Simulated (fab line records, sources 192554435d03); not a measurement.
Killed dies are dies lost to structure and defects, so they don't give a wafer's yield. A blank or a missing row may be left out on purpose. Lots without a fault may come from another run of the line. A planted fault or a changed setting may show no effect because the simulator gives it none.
A struck lot beside a sound one | flow n5_finfet | 20 steps out of a route of 1938
Sound: wafers L879.2, L879.3, L879.4. Struck: wafers L885.1, L885.2, L885.5. The cause comes at the end.
At each step with rows: each side's tool, then ch and its chambers, then its first start. Under that, the readings that differ: sound wafers | struck wafers | difference of the means | sigmas: that difference in standard deviations of wafers without a fault.
alike: readings whose means differ by less than 2 such deviations, and words and numbers that are the same on both sides. not compared: withheld readings, readings that some wafer has no value for, bounds like >300 that may hide the same value, and numbers for which the record gives no deviation and whose values overlap.
The two part at a step that has a row with sigmas, a row that says differs or no value, or rows on one side only. Numbers that don't overlap but have no deviation are shown without sigmas and don't part them. A reading that every wafer of one side lacks parts them only if that side has two wafers or more.

first, 1 step without rows for these wafers: N5_MIM_TOP_LITHO_HARDBAKE_09 (time 120 s).
N5_MIM_TOP_LITHO_CD_MEAS_08: target cd 2000 nm.
  sound on cd_sem-01 ch 0, day 15 10:01; struck on cd_sem-01 ch 0, day 16 23:42
  alike: cd_nm
N5_MIM_TOP_LITHO_OVL_MEAS_11:
  sound on overlay-02 ch 0, day 15 10:03; struck on overlay-02 ch 0, day 16 23:44
  alike: MIM_TOP_OVL
N5_MIM_TOP_LITHO_INSPECT_12: inspects for defects (macro).
  sound on defect_inspect-01, day 15 10:04; struck on defect_inspect-01, day 16 23:46
  alike: raw_defect_count
N5_MIM_TOP_LITHO_DESCUM_10: chemistry O2, time 7.9 s.
  sound on rie_diel-02 ch 1,2,3, day 15 10:07; struck on rie_diel-05 ch 0,2,3, day 16 23:47
  alike: drypump_motor_current_A, oes_product_au, rf_vpp_V, showerhead_plenum_p_Torr, throttle_valve_pct
  not compared: rf_hours_counter_h
N5_MIM_TOP_ETCH_ETCH_00: etches TiN in Cl2/BCl3, target depth 38.5 nm.
  sound on rie_metal-01 ch 0,1, day 15 10:12; struck on rie_metal-02 ch 0,1, day 16 23:53
  alike: drypump_motor_current_A, oes_product_au, throttle_valve_pct
  not compared: rf_hours_counter_h
N5_MIM_TOP_ETCH_STRIP_01: strips in O2.
  sound on rie_diel-03 ch 0,2,3, day 15 10:23; struck on rie_diel-04 ch 0,1,3, day 17 00:01
  alike: drypump_motor_current_A, oes_product_au, rf_vpp_V, showerhead_plenum_p_Torr, throttle_valve_pct
  not compared: rf_hours_counter_h
N5_MIM_TOP_ETCH_PECVD_03: deposits SiNx from SiH4/NH3/N2, target thk 20 nm, time 17.6 s.
  sound on pecvd-01 ch 1,2, day 15 10:26; struck on pecvd-01 ch 1,2, day 17 00:06
  alike: heater_power_w, showerhead_plenum_p_Torr, throttle_valve_pct
then, 4 steps without rows for these wafers: N5_MIM_BOT_LITHO_HMDS_01 (time 60 s); N5_MIM_BOT_LITHO_COAT_02; N5_MIM_BOT_LITHO_EBR_04; N5_MIM_BOT_LITHO_SOFTBAKE_03 (time 90 s).
N5_MIM_BOT_LITHO_EXPOSE_05: exposes mask MIM BOT.
  sound on krf_scanner-01 ch 0, day 15 10:38; struck on krf_scanner-01 ch 0, day 17 00:25
  reading                               | sound       | struck            | difference | sigmas
  model.MIM_BOT_LITHO.overlay_x_nm (nm) | 2.6 2.6 2.6 | 404.4 404.4 404.4 | +401.8     |
  alike: mask, reticle_temp_C
then, 3 steps without rows for these wafers: N5_MIM_BOT_LITHO_PEB_06; N5_MIM_BOT_LITHO_DEVELOP_07 (develop time 60 s); N5_MIM_BOT_LITHO_HARDBAKE_09 (time 120 s).
N5_MIM_BOT_LITHO_CD_MEAS_08: target cd 3000 nm.
  sound on cd_sem-02 ch 0, day 15 10:48; struck on cd_sem-01 ch 0, day 17 00:35
  alike: cd_nm
N5_MIM_BOT_LITHO_OVL_MEAS_11:
  sound on overlay-01 ch 0, day 15 10:50; struck on overlay-02 ch 0, day 17 00:37
  reading          | sound   | struck      | difference | sigmas
  MIM_BOT_OVL (nm) | 13 6 10 | 394 406 400 | +390       | +62
N5_MIM_BOT_LITHO_INSPECT_12: inspects for defects (macro).
  sound on defect_inspect-01, day 15 10:51; struck on defect_inspect-01, day 17 00:38
  alike: raw_defect_count
N5_PASSIVATION_PROBE_49:
  the record has rows for the sound wafers here (prober-01, day 15 19:11) and none for the struck ones

WHERE THEY PART
First at N5_MIM_BOT_LITHO_OVL_MEAS_11; last, within this record, at N5_PASSIVATION_PROBE_49.

WHY: what the simulator had put in
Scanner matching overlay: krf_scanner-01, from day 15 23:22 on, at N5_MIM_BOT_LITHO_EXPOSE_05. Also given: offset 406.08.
